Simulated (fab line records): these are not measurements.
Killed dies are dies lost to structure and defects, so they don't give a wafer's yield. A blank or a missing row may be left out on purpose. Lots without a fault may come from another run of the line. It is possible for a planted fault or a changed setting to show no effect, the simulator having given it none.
Which tool is to blame? ; flow n5Finfet ; 35 wafers from 12 lots sampled at 3 of the route's 1938 steps

== WHAT EACH GAUGE READ, for each wafer ==
N5_WELL_APT_CD_MEAS_25: the cd target is 200 nm.
lot;measured;on;cdNm (nm)
L628;day 1 15:26;cdSem-01;199.4 201.3 202.7
L629;day 1 21:28;cdSem-03;201.0 203.3 205.4
L630;day 2 02:49;cdSem-01;204.8 205.5 202.7
L631;day 2 08:50;cdSem-02;201.0 202.4 204.1
L633;day 2 21:29;cdSem-02;198.3 199.2 197.1
L640;day 4 14:56;cdSem-02;204.4 201.4 201.2
L641;day 4 20:49;cdSem-01;199.0 199.9 199.0
L642;day 5 03:10;cdSem-03;202.5 203.2 200.1
L645;day 5 21:18;cdSem-01;203.0 201.2 203.7
L646;day 6 03:17;cdSem-01;200.5 201.1
L648;day 6 15:38;cdSem-02;196.8 197.4 195.6
L649;day 6 20:58;cdSem-02;200.5 199.7 200.6

N5_PMOS_HMC_CHANNEL_EPI_CD_MEAS_09: the cd target is 237.4 nm.
lot;measured;on;cdNm (nm)
L628;day 1 17:47;cdSem-01;237.6 234.4 236.3
L629;day 1 23:34;cdSem-03;236.1 236.9 237.0
L630;day 2 05:01;cdSem-02;236.2 235.9 235.3
L631;day 2 11:06;cdSem-03;235.9 235.9 236.7
L633;day 3 00:08;cdSem-03;238.1 236.7 237.5
L640;day 4 17:25;cdSem-02;237.4 237.6 234.7
L641;day 4 23:46;cdSem-03;237.9 238.7 238.9
L642;day 5 05:28;cdSem-01;238.1 238.0 235.9
L645;day 5 23:28;cdSem-03;236.8 237.8 235.9
L646;day 6 05:29;cdSem-03;237.0 236.3
L648;day 6 18:01;cdSem-02;236.4 236.9 235.7
L649;day 7 00:02;cdSem-01;234.6 233.8 236.1

== TOOL THAT RAN EACH LOT (tool first, then ch and the chambers of the sampled wafers, then the start) ==
lot;N5_WELL_APT_RTA_34
L628;rtpAnneal-01 ch 0, day 1 16:29
L629;rtpAnneal-02 ch 0, day 1 22:22
L630;rtpAnneal-02 ch 0, day 2 03:51
L631;rtpAnneal-01 ch 0, day 2 09:43
L633;rtpAnneal-01 ch 0, day 2 22:37
L640;rtpAnneal-01 ch 0, day 4 16:05
L641;rtpAnneal-01 ch 0, day 4 22:15
L642;rtpAnneal-02 ch 0, day 5 04:17
L645;rtpAnneal-02 ch 0, day 5 22:10
L646;rtpAnneal-01 ch 0, day 6 04:11
L648;rtpAnneal-02 ch 0, day 6 16:29
L649;rtpAnneal-01 ch 0, day 6 22:30
- N5_WELL_APT_RTA_34: time 10 s.

== WHAT THE TOOLS THEMSELVES READ (means of the sampled wafers that have a number; where no wafer has one, the mark that the record gives instead) ==
N5_WELL_APT_RTA_34.
lot;tool;lampPowerPct (%);wafer_temp_C_max
L628;rtpAnneal-01;13.00;1003.7
L629;rtpAnneal-02;12.98;1003.4
L630;rtpAnneal-02;12.95;1002.7
L631;rtpAnneal-01;13.01;1003.5
L633;rtpAnneal-01;12.99;1003.8
L640;rtpAnneal-01;12.97;1003.2
L641;rtpAnneal-01;12.99;1003.1
L642;rtpAnneal-02;12.99;1004.3
L645;rtpAnneal-02;13.02;1003.2
L646;rtpAnneal-01;13.01;1002.9
L648;rtpAnneal-02;12.98;1003.4
L649;rtpAnneal-01;13.04;1004.0

== THE ANSWER, worked out from the rows above alone ==
Rule: what is usual is taken from the lots themselves. Put in order of their means at a reading, lots are off if they are a third of the lots or fewer, leave a main group of 4 or more, and stand apart from it by a gap of 3 or more times the standard deviation of the main group's means; of several such gaps the widest counts. Not used: any main group whose means are identical at the precision the tables above print for the reading. A lot without any number at a reading at which 4 lots or more have one is off too. The other lots that the step has rows for count as sound. After the gauges, taken in route order, come the tools' own readings; for these a lot's mean is taken, as printed above. The first step at which some lot is off is used, and at that step the reading that is off furthest; a lot without a number counts as furthest.
None of the lots is off at any reading shown; this tells nothing.

== WHAT WAS PUT IN BY THE SIMULATOR ==
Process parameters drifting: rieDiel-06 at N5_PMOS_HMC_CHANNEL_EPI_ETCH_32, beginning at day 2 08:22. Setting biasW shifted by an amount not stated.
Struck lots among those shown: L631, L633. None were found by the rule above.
